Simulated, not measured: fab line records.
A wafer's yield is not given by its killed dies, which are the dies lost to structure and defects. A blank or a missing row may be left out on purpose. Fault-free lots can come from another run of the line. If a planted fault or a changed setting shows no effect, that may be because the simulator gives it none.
The tool behind it: which one? | flow n5_finfet | Sampling: 22 lots, 66 wafers, 6 of 1938 route steps

WHAT EACH GAUGE READ, for each wafer
N5_BEOL_M1_RS_MEAS_58: uses a four-point probe to measure. Usual: M1_RS 0.68 ohm/sq, standard deviation 0.041.
lot  | measured     | on            | M1_RS (ohm/sq) | flag
L075 | day 6 14:08  | film_metro-02 | 0.69 0.70 0.67 |
L076 | day 6 17:14  | film_metro-02 | 0.75 0.71 0.69 |
L077 | day 7 00:33  | film_metro-02 | 0.71 0.67 0.68 |
L078 | day 7 10:59  | film_metro-02 | 0.65 0.71 0.64 |
L079 | day 7 13:59  | film_metro-02 | 0.69 0.62 0.67 |
L080 | day 8 01:12  | film_metro-02 | 0.77 0.71 0.67 |
L081 | day 8 04:59  | film_metro-02 | 0.75 0.71 0.66 |
L082 | day 8 13:07  | film_metro-01 | 0.71 0.66 0.73 |
L085 | day 9 02:28  | film_metro-02 | 0.65 0.68 0.72 |
L084 | day 9 05:15  | film_metro-01 | 0.67 0.66 0.70 |
L086 | day 9 18:24  | film_metro-01 | 0.75 0.62 0.66 |
L087 | day 9 20:13  | film_metro-02 | 0.71 0.70 0.66 |
L088 | day 10 02:16 | film_metro-01 | 0.68 0.65 0.68 |
L089 | day 10 03:44 | film_metro-02 | 0.62 0.62 0.57 |
L090 | day 10 08:57 | film_metro-02 | 0.74 0.73 0.71 |
L091 | day 11 05:00 | film_metro-01 | 0.63 0.70 0.64 |
L092 | day 11 07:18 | film_metro-01 | 0.62 0.65 0.64 |
L094 | day 11 12:48 | film_metro-01 | 0.66 0.69 0.66 |
L093 | day 11 16:30 | film_metro-02 | 0.70 0.61 0.71 |
L095 | day 11 19:17 | film_metro-02 | 0.66 0.67 0.66 |
L096 | day 13 00:43 | film_metro-02 | 0.72 0.64 0.70 |
L097 | day 13 04:04 | film_metro-01 | 0.69 0.70 0.77 |

WHICH TOOL RAN EACH LOT (tool, then ch and the chambers of the sampled wafers, then the start)
lot  | N5_BEOL_M1_ETCH_74                 | N5_BEOL_M1_ETCH_70                 | N5_BEOL_M1_STRIP_36                | N5_BEOL_M1_SPUTTER_48        | N5_BEOL_M1_ANNEAL_91
L075 | rie_diel-06 ch 1,3, day 6 07:42    | rie_diel-03 ch 2,3, day 6 09:32    | rie_diel-03 ch 2,3, day 6 09:42    | pvd_sputter-01, day 6 11:13  | pvd_sputter-01, day 6 12:23
L076 | rie_diel-03 ch 0,2,3, day 6 10:21  | rie_diel-03 ch 0,2,3, day 6 12:07  | rie_diel-03 ch 0,2,3, day 6 12:17  | pvd_sputter-01, day 6 14:15  | pvd_sputter-01, day 6 15:26
L077 | rie_diel-03 ch 0,2, day 6 16:56    | rie_diel-03 ch 2,3, day 6 20:19    | rie_diel-03 ch 2,3, day 6 20:29    | pvd_sputter-03, day 6 21:44  | pvd_sputter-03, day 6 22:55
L078 | rie_diel-06 ch 0,2,3, day 7 02:40  | rie_diel-03 ch 0,2, day 7 06:42    | rie_diel-03 ch 0,2, day 7 06:52    | pvd_sputter-01, day 7 08:11  | pvd_sputter-01, day 7 09:22
L079 | rie_diel-03 ch 0,3, day 7 07:55    | rie_diel-06 ch 0,1,3, day 7 09:35  | rie_diel-06 ch 0,1,3, day 7 09:45  | pvd_sputter-01, day 7 11:11  | pvd_sputter-01, day 7 12:22
L080 | rie_diel-03 ch 2,3, day 7 16:32    | rie_diel-03 ch 0,2, day 7 18:53    | rie_diel-03 ch 0,2, day 7 19:02    | pvd_sputter-02, day 7 22:23  | pvd_sputter-02, day 7 23:34
L081 | rie_diel-06 ch 0,3, day 7 17:47    | rie_diel-05 ch 2,3, day 8 00:05    | rie_diel-05 ch 2,3, day 8 00:15    | pvd_sputter-01, day 8 01:45  | pvd_sputter-01, day 8 02:56
L082 | rie_diel-06 ch 0,1,2, day 8 04:37  | rie_diel-03 ch 2,3, day 8 05:57    | rie_diel-03 ch 2,3, day 8 06:07    | pvd_sputter-02, day 8 08:28  | pvd_sputter-02, day 8 09:39
L085 | rie_diel-06 ch 0,2,3, day 8 18:22  | rie_diel-03 ch 0,1,3, day 8 20:25  | rie_diel-03 ch 0,1,3, day 8 20:35  | pvd_sputter-02, day 8 21:47  | pvd_sputter-02, day 8 22:58
L084 | rie_diel-05 ch 0,2,3, day 8 20:59  | rie_diel-06 ch 1,2, day 8 23:22    | rie_diel-06 ch 1,2, day 8 23:31    | pvd_sputter-03, day 9 02:01  | pvd_sputter-03, day 9 03:11
L086 | rie_diel-06 ch 0,1, day 9 07:47    | rie_diel-06 ch 2,3, day 9 13:34    | rie_diel-06 ch 2,3, day 9 13:43    | pvd_sputter-02, day 9 14:49  | pvd_sputter-02, day 9 16:00
L087 | rie_diel-06 ch 2,3, day 9 08:01    | rie_diel-03 ch 0,2, day 9 15:22    | rie_diel-03 ch 0,2, day 9 15:31    | pvd_sputter-03, day 9 17:09  | pvd_sputter-03, day 9 18:20
L088 | rie_diel-06 ch 1,3, day 9 17:56    | rie_diel-05 ch 0,2,3, day 9 21:55  | rie_diel-05 ch 0,2,3, day 9 22:05  | pvd_sputter-01, day 9 23:23  | pvd_sputter-01, day 10 00:34
L089 | rie_diel-06 ch 0,1,2, day 9 19:53  | rie_diel-03 ch 1,2,3, day 9 22:11  | rie_diel-03 ch 1,2,3, day 9 22:21  | pvd_sputter-03, day 10 00:56 | pvd_sputter-03, day 10 02:07
L090 | rie_diel-05 ch 0,1,2, day 10 01:53 | rie_diel-06 ch 2,3, day 10 04:12   | rie_diel-06 ch 2,3, day 10 04:22   | pvd_sputter-02, day 10 06:08 | pvd_sputter-02, day 10 07:19
L091 | rie_diel-03 ch 0,1,2, day 10 07:34 | rie_diel-03 ch 0,1,3, day 11 00:11 | rie_diel-03 ch 0,1,3, day 11 00:21 | pvd_sputter-02, day 11 02:04 | pvd_sputter-02, day 11 03:14
L092 | rie_diel-03 ch 1,2,3, day 10 14:16 | rie_diel-06 ch 1,2,3, day 11 02:05 | rie_diel-06 ch 1,2,3, day 11 02:15 | pvd_sputter-02, day 11 04:25 | pvd_sputter-02, day 11 05:36
L094 | rie_diel-05 ch 0,2,3, day 11 03:20 | rie_diel-05 ch 0,2,3, day 11 07:04 | rie_diel-05 ch 0,2,3, day 11 07:14 | pvd_sputter-01, day 11 10:00 | pvd_sputter-01, day 11 11:11
L093 | rie_diel-05 ch 0,3, day 11 04:32   | rie_diel-05 ch 0,1, day 11 12:03   | rie_diel-05 ch 0,1, day 11 12:13   | pvd_sputter-01, day 11 13:42 | pvd_sputter-01, day 11 14:53
L095 | rie_diel-06 ch 0,2,3, day 11 11:32 | rie_diel-05 ch 0,1,2, day 11 15:05 | rie_diel-05 ch 0,1,2, day 11 15:15 | pvd_sputter-02, day 11 16:25 | pvd_sputter-02, day 11 17:35
L096 | rie_diel-03 ch 0,1,2, day 12 15:20 | rie_diel-06 ch 0,1,3, day 12 20:02 | rie_diel-06 ch 0,1,3, day 12 20:12 | pvd_sputter-02, day 12 21:55 | pvd_sputter-02, day 12 23:06
L097 | rie_diel-06 ch 0,1,3, day 12 15:36 | rie_diel-03 ch 2, day 12 23:35     | rie_diel-03 ch 2, day 12 23:49     | pvd_sputter-01, day 13 01:08 | pvd_sputter-01, day 13 02:25
- N5_BEOL_M1_ETCH_74: etches underlayer in N2/H2, target depth 6.5 nm, time 5.2 s.
- N5_BEOL_M1_ETCH_70: etches SOC in N2/H2, target depth 80 nm, overetch 16 nm, time 120 s.
- N5_BEOL_M1_STRIP_36: strips in N2/H2.
- N5_BEOL_M1_SPUTTER_48: material Cu, target thk 4.5 nm, time 8.29 s.
- N5_BEOL_M1_ANNEAL_91: time 240 s.

AS READ BY THE TOOLS THEMSELVES (means over the sampled wafers that have a number; for cases with no such wafer, the mark the record gives instead)
N5_BEOL_M1_ETCH_74. Usual: bias_w 150.1 W, standard deviation 0.5; drypump_motor_current_A 5.8 A, standard deviation 0.46; etch_rf_on_time_s 5.21 s, standard deviation 0.13; oes_product_au 0.61 a.u., standard deviation 0.031; rf_vpp_V 524.5 V, standard deviation 2.7; showerhead_plenum_p_Torr 2.57 Torr, standard deviation 0.09; throttle_valve_pct 17.97 %, standard deviation 0.27.
lot  | tool        | bias_w (W) | drypump_motor_current_A (A) | etch_rf_on_time_s (s) | oes_product_au (a.u.) | rf_vpp_V (V) | showerhead_plenum_p_Torr (Torr) | throttle_valve_pct (%) | flag
L075 | rie_diel-06 | 150.7      | 5.4                         | 5.20                  | 0.63                  | 523.0        | 2.48                            | 17.70                  |
L076 | rie_diel-03 | 149.9      | 5.8                         | 5.24                  | 0.63                  | 525.5        | 2.63                            | 18.23                  |
L077 | rie_diel-03 | 149.9      | 5.8                         | 5.37                  | 0.63                  | 526.0        | 2.63                            | 18.07                  |
L078 | rie_diel-06 | 150.8      | 5.9                         | 5.25                  | 0.63                  | 522.1        | 2.50                            | 17.80                  |
L079 | rie_diel-03 | 149.8      | 5.9                         | 5.24                  | 0.60                  | 525.4        | 2.65                            | 18.38                  |
L080 | rie_diel-03 | 150.4      | 5.8                         | 5.32                  | 0.64                  | 525.5        | 2.60                            | 18.28                  |
L081 | rie_diel-06 | 150.4      | 5.5                         | 5.26                  | 0.61                  | 524.8        | 2.56                            | 17.77                  |
L082 | rie_diel-06 | 150.0      | 6.0                         | 5.14                  | 0.62                  | 525.1        | 2.57                            | 17.79                  |
L085 | rie_diel-06 | 149.9      | 5.9                         | 5.20                  | 0.63                  | 522.2        | 2.49                            | 17.83                  |
L084 | rie_diel-05 | 149.8      | 5.9                         | 5.01                  | 0.62                  | 526.4        | 2.60                            | 17.89                  |
L086 | rie_diel-06 | 150.5      | 5.8                         | 5.27                  | 0.59                  | 527.2        | 2.62                            | 17.75                  |
L087 | rie_diel-06 | 149.9      | 6.2                         | 5.15                  | 0.65                  | 520.0        | 2.43                            | 17.91                  |
L088 | rie_diel-06 | 150.4      | 5.4                         | 5.19                  | 0.61                  | 521.3        | 2.47                            | 17.74                  |
L089 | rie_diel-06 | 149.9      | 6.1                         | 5.23                  | 0.60                  | 524.8        | 2.56                            | 17.80                  |
L090 | rie_diel-05 | 149.7      | 5.6                         | 5.14                  | 0.62                  | 526.9        | 2.64                            | 17.93                  |
L091 | rie_diel-03 | 149.8      | 6.0                         | 5.33                  | 0.60                  | 525.9        | 2.62                            | 18.17                  |
L092 | rie_diel-03 | 149.7      | 6.0                         | 5.32                  | 0.59                  | 524.9        | 2.62                            | 18.33                  |
L094 | rie_diel-05 | 150.3      | 5.9                         | 5.05                  | 0.62                  | 523.2        | 2.59                            | 17.89                  |
L093 | rie_diel-05 | 150.2      | 5.8                         | 4.91                  | 0.61                  | 524.3        | 2.55                            | 17.95                  |
L095 | rie_diel-06 | 150.1      | 5.9                         | 5.23                  | 0.61                  | 523.3        | 2.49                            | 17.88                  |
L096 | rie_diel-03 | 150.3      | 6.0                         | 5.31                  | 0.60                  | 525.3        | 2.61                            | 18.19                  |
L097 | rie_diel-06 | 150.1      | 5.5                         | 5.24                  | 0.58                  | 525.4        | 2.54                            | 17.80                  |

N5_BEOL_M1_ETCH_70. Usual: bias_w 149.9 W, standard deviation 0.41; drypump_motor_current_A 5.8 A, standard deviation 0.43; oes_product_au 0.552 a.u., standard deviation 0.029; rf_vpp_V 525.0 V, standard deviation 2; showerhead_plenum_p_Torr 2.59 Torr, standard deviation 0.076; throttle_valve_pct 18.03 %, standard deviation 0.26.
lot  | tool        | bias_w (W) | drypump_motor_current_A (A) | oes_product_au (a.u.) | rf_vpp_V (V) | showerhead_plenum_p_Torr (Torr) | throttle_valve_pct (%) | flag
L075 | rie_diel-03 | 149.4      | 5.8                         | 0.558                 | 525.8        | 2.63                            | 18.35                  |
L076 | rie_diel-03 | 150.2      | 5.8                         | 0.564                 | 526.2        | 2.63                            | 18.19                  |
L077 | rie_diel-03 | 149.7      | 5.7                         | 0.586                 | 525.4        | 2.60                            | 18.23                  |
L078 | rie_diel-03 | 149.3      | 5.8                         | 0.591                 | 525.3        | 2.60                            | 18.07                  |
L079 | rie_diel-06 | 149.5      | 5.5                         | 0.550                 | 523.9        | 2.55                            | 17.67                  |
L080 | rie_diel-03 | 150.0      | 5.7                         | 0.586                 | 525.5        | 2.60                            | 18.07                  |
L081 | rie_diel-05 | 149.7      | 6.3                         | 0.552                 | 525.8        | 2.60                            | 17.95                  |
L082 | rie_diel-03 | 149.9      | 5.8                         | 0.547                 | 525.9        | 2.62                            | 18.37                  |
L085 | rie_diel-03 | 149.6      | 6.1                         | 0.530                 | 526.1        | 2.64                            | 18.24                  |
L084 | rie_diel-06 | 150.1      | 6.4                         | 0.568                 | 522.6        | 2.50                            | 17.80                  |
L086 | rie_diel-06 | 150.0      | 5.7                         | 0.571                 | 521.2        | 2.42                            | 17.79                  |
L087 | rie_diel-03 | 149.6      | 5.7                         | 0.579                 | 524.7        | 2.60                            | 18.10                  |
L088 | rie_diel-05 | 149.5      | 5.9                         | 0.546                 | 525.0        | 2.59                            | 17.84                  |
L089 | rie_diel-03 | 149.7      | 6.0                         | 0.539                 | 525.2        | 2.62                            | 18.29                  |
L090 | rie_diel-06 | 150.4      | 6.2                         | 0.573                 | 520.9        | 2.43                            | 17.87                  |
L091 | rie_diel-03 | 150.1      | 6.1                         | 0.520                 | 526.1        | 2.64                            | 18.27                  |
L092 | rie_diel-06 | 149.9      | 5.9                         | 0.555                 | 522.1        | 2.48                            | 17.78                  |
L094 | rie_diel-05 | 149.8      | 5.9                         | 0.546                 | 525.5        | 2.59                            | 17.85                  |
L093 | rie_diel-05 | 149.9      | 5.2                         | 0.547                 | 526.1        | 2.64                            | 17.99                  |
L095 | rie_diel-05 | 149.8      | 5.6                         | 0.548                 | 525.5        | 2.64                            | 17.90                  |
L096 | rie_diel-06 | 149.6      | 5.5                         | 0.528                 | 524.0        | 2.53                            | 17.75                  |
L097 | rie_diel-03 | 150.0      | 5.6                         | 0.581                 | 524.3        | 2.56                            | 18.17                  |

N5_BEOL_M1_STRIP_36. Usual: drypump_motor_current_A 5.8 A, standard deviation 0.43; oes_product_au 0.72 a.u., standard deviation 0.041; rf_vpp_V 59.4 V, standard deviation 1.4; showerhead_plenum_p_Torr 2.59 Torr, standard deviation 0.076; throttle_valve_pct 24.0 %, standard deviation 0.37.
lot  | tool        | drypump_motor_current_A (A) | oes_product_au (a.u.) | rf_vpp_V (V) | showerhead_plenum_p_Torr (Torr) | throttle_valve_pct (%) | flag
L075 | rie_diel-03 | 5.8                         | 0.72                  | 61.1         | 2.63                            | 24.4                   |
L076 | rie_diel-03 | 5.8                         | 0.75                  | 58.0         | 2.63                            | 24.2                   |
L077 | rie_diel-03 | 5.7                         | 0.75                  | 59.8         | 2.60                            | 24.2                   |
L078 | rie_diel-03 | 5.7                         | 0.76                  | 58.9         | 2.60                            | 24.0                   |
L079 | rie_diel-06 | 5.5                         | 0.72                  | 58.7         | 2.55                            | 23.5                   |
L080 | rie_diel-03 | 5.7                         | 0.76                  | 60.2         | 2.60                            | 24.0                   |
L081 | rie_diel-05 | 6.3                         | 0.72                  | 60.1         | 2.60                            | 23.9                   |
L082 | rie_diel-03 | 5.8                         | 0.71                  | 59.4         | 2.62                            | 24.4                   |
L085 | rie_diel-03 | 6.1                         | 0.70                  | 59.7         | 2.64                            | 24.3                   |
L084 | rie_diel-06 | 6.4                         | 0.75                  | 56.6         | 2.50                            | 23.6                   |
L086 | rie_diel-06 | 5.7                         | 0.75                  | 58.3         | 2.41                            | 23.6                   |
L087 | rie_diel-03 | 5.7                         | 0.75                  | 58.2         | 2.59                            | 24.0                   |
L088 | rie_diel-05 | 5.9                         | 0.70                  | 60.5         | 2.59                            | 23.7                   |
L089 | rie_diel-03 | 6.0                         | 0.70                  | 60.5         | 2.61                            | 24.2                   |
L090 | rie_diel-06 | 6.2                         | 0.76                  | 57.9         | 2.43                            | 23.7                   |
L091 | rie_diel-03 | 6.1                         | 0.68                  | 60.0         | 2.63                            | 24.3                   |
L092 | rie_diel-06 | 5.9                         | 0.72                  | 59.3         | 2.48                            | 23.5                   |
L094 | rie_diel-05 | 5.9                         | 0.70                  | 59.3         | 2.59                            | 23.8                   |
L093 | rie_diel-05 | 5.2                         | 0.71                  | 59.5         | 2.63                            | 23.8                   |
L095 | rie_diel-05 | 5.6                         | 0.72                  | 60.5         | 2.63                            | 23.8                   |
L096 | rie_diel-06 | 5.5                         | 0.69                  | 59.4         | 2.53                            | 23.5                   |
L097 | rie_diel-03 | 5.6                         | 0.75                  | 59.5         | 2.56                            | 24.0                   |

N5_BEOL_M1_SPUTTER_48. Usual: chamber_pressure_pa 0.06998 Pa, standard deviation 0.00014; substrate_temp_c -20.01 C, standard deviation 0.11; throttle_valve_pct 29.6 %, standard deviation 0.99.
lot  | tool           | chamber_pressure_pa (Pa) | substrate_temp_c (C) | throttle_valve_pct (%) | flag
L075 | pvd_sputter-01 | 0.06996                  | -20.03               | 29.4                   |
L076 | pvd_sputter-01 | 0.07000                  | -20.05               | 29.0                   |
L077 | pvd_sputter-03 | 0.07003                  | -19.86               | 29.2                   |
L078 | pvd_sputter-01 | 0.06989                  | -20.02               | 29.2                   |
L079 | pvd_sputter-01 | 0.06992                  | -19.97               | 28.7                   |
L080 | pvd_sputter-02 | 0.06990                  | -19.91               | 30.3                   |
L081 | pvd_sputter-01 | 0.07000                  | -20.03               | 29.0                   |
L082 | pvd_sputter-02 | 0.07008                  | -20.05               | 30.3                   |
L085 | pvd_sputter-02 | 0.06983                  | -20.06               | 30.6                   |
L084 | pvd_sputter-03 | 0.07004                  | -20.15               | 28.8                   |
L086 | pvd_sputter-02 | 0.06987                  | -20.00               | 29.4                   |
L087 | pvd_sputter-03 | 0.06998                  | -20.00               | 28.7                   |
L088 | pvd_sputter-01 | 0.06998                  | -20.06               | 29.2                   |
L089 | pvd_sputter-03 | 0.07013                  | -20.01               | 28.8                   |
L090 | pvd_sputter-02 | 0.06994                  | -20.14               | 30.5                   |
L091 | pvd_sputter-02 | 0.07000                  | -19.90               | 30.5                   |
L092 | pvd_sputter-02 | 0.07009                  | -19.97               | 30.6                   |
L094 | pvd_sputter-01 | 0.06998                  | -19.99               | 28.8                   |
L093 | pvd_sputter-01 | 0.06990                  | -20.03               | 29.1                   |
L095 | pvd_sputter-02 | 0.07002                  | -20.01               | 29.6                   |
L096 | pvd_sputter-02 | 0.07004                  | -20.04               | 29.7                   |
L097 | pvd_sputter-01 | 0.07004                  | -20.01               | 28.9                   |

N5_BEOL_M1_ANNEAL_91. Usual: heater_power_w at 833 W, with a standard deviation of 82.
lot  | tool           | heater_power_w (W) | flag
L075 | pvd_sputter-01 | 851                |
L076 | pvd_sputter-01 | 845                |
L077 | pvd_sputter-03 | 825                |
L078 | pvd_sputter-01 | 827                |
L079 | pvd_sputter-01 | 826                |
L080 | pvd_sputter-02 | 832                |
L081 | pvd_sputter-01 | 780                |
L082 | pvd_sputter-02 | 856                |
L085 | pvd_sputter-02 | 847                |
L084 | pvd_sputter-03 | 829                |
L086 | pvd_sputter-02 | 872                |
L087 | pvd_sputter-03 | 831                |
L088 | pvd_sputter-01 | 788                |
L089 | pvd_sputter-03 | 691                |
L090 | pvd_sputter-02 | 859                |
L091 | pvd_sputter-02 | 820                |
L092 | pvd_sputter-02 | 824                |
L094 | pvd_sputter-01 | 823                |
L093 | pvd_sputter-01 | 836                |
L095 | pvd_sputter-02 | 845                |
L096 | pvd_sputter-02 | 840                |
L097 | pvd_sputter-01 | 766                |

THE ANSWER, worked out from the rows above alone
Rule: take the mean of a lot's wafers that have a number; if it is more than 3 standard deviations from the usual mean, the lot is off. A lot without any number at a reading at which 4 lots or more have one is off too. Where the step has rows for the other lots, those lots are counted as sound. After the gauges, taken in route order, come the tools' own readings; for these a lot's mean is taken, as printed above. The first step at which some lot is off is used, and at that step the reading that is off furthest; a lot without a number counts as furthest.
No lot is off at any reading shown: from this, nothing can be told.

WHAT WAS PUT IN BY THE SIMULATOR
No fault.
